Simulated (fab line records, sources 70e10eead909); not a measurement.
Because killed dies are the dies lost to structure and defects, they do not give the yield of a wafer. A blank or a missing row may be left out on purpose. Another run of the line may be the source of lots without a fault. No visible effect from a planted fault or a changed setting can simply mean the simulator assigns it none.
Problem report in the 8D (eight disciplines) form, filled by code    flow nand-harc    the parts of the form that need people (team, actions taken, sign-off) are left out

== 1. PROBLEM STATEMENT ==
run-length-s at NHARC_A_WL_FILL_ETCHBACK_04 reads a mean of 149.5 s on 2 wafers of 1 lot; wafers without a fault read 141.4 s with a standard deviation of 0.37. That is +22 standard deviations from the usual mean.
The step: etches the open film in NF3, target depth 60 nm, time 120 s.
The first sign was on wafer L428.2 at day 17 02:46, on rie-metal-03. At this step, 36 wafers from 12 lots have a number in the record. Rule for "out" (also "out of limits"): further than 4 standard deviations from the usual mean. All remaining wafers that have a number are taken as sound.

== 2. WHAT IT IS, AND WHAT IT ISN'T ==
question                     is                 is not
which readings at this step  run-length-s       oes-product-au
which lots                   L428               L422, L423, L424, L425, L426, L435, L436, L437, L438, L441, L443
which wafers of those lots   L428.2, L428.3     L428.1
read on which tools          rie-metal-03       rie-metal-01, rie-metal-02
when                         from day 17 02:46  up to then (16 sound wafers); but 18 sound wafers of L435, L436, L437, L438, L441, L443 came after

== 3. WHAT RULES OUT EACH SUSPECT ==
Counting: if a tool at a process step up to the reading ran every lot that is out, it stays a suspect. Sound lots after the first of them don't rule it out here, since some wafers of a struck lot are sound.
- rie-diel-12 at NHARC_A_SLIT_DESCUM_14 (chemistry O2, time 3 s): kept. It processed L428, the lot that is out, at day 15 22:48, and its most recent sound lot before then was L424 at day 14 21:13.
- har-etch-01 at NHARC_A_SLIT_ETCH_17 (etches the open film in C4F8/O2/Ar, time 1687.5 s, target depth 10100 nm): kept. It processed L428, the lot that is out, at day 15 23:34, and its most recent sound lot before then was L425 at day 15 00:52.
- ald-hk-01 at NHARC_A_WL_FILL_ALD_00 (deposits Al2O3, target thk 3 nm, pulse time 3 s, ald cycles 30): kept. It processed L428, the lot that is out, at day 16 10:00, and its most recent sound lot before then was L424 at day 15 06:23.
- rie-metal-03 at NHARC_A_WL_FILL_ETCHBACK_04 (etches the open film in NF3, target depth 60 nm, time 120 s): kept. It processed L428, the lot that is out, at day 17 02:46, and its most recent sound lot before then was L422 at day 15 09:12. On those wafers its own readings are out: run-length-s.
- Within rie-diel-12 at NHARC_A_SLIT_DESCUM_14: the wafers that are out ran in chambers 2, 3; their sound lot-mates ran in chamber 0.
- Within ald-hk-01 at NHARC_A_WL_FILL_ALD_00: the wafers that are out ran in chambers 0, 3; their sound lot-mates ran in chamber 1.
Left after counting: rie-diel-12 at NHARC_A_SLIT_DESCUM_14, har-etch-01 at NHARC_A_SLIT_ETCH_17, ald-hk-01 at NHARC_A_WL_FILL_ALD_00, rie-metal-03 at NHARC_A_WL_FILL_ETCHBACK_04.

== 4. THE CAUSE (what the simulator had put in) ==
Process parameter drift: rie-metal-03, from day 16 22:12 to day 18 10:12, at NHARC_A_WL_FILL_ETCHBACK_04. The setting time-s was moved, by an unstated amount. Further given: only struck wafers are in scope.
After counting, 4 suspects remain, this tool included.

== 5. THE EFFECT CHAIN, in route order ==
Rows list readings where the struck wafers' mean (over those with a number) sits beyond 3 standard deviations from the usual. Only readings for which the record gives a usual standard deviation are gone through. hours: the time from each lot's start at the first step in this table that gives one to its start at this step, as a median over the lots. sigmas: the change in usual standard deviations.
hours  step                         reading       usual    on struck wafers  change  sigmas
0      NHARC_A_WL_FILL_ETCHBACK_04  run-length-s  141.4 s  149.5             +8.1    +22
The process steps in it:
- NHARC_A_WL_FILL_ETCHBACK_04: etches the open film in NF3, target depth 60 nm, time 120 s.

== 6. HOW IT WOULD HAVE BEEN CAUGHT EARLIER ==
In this record no reading fell out of limits until day 17 02:46, 5 hours after the fault had begun at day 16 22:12.
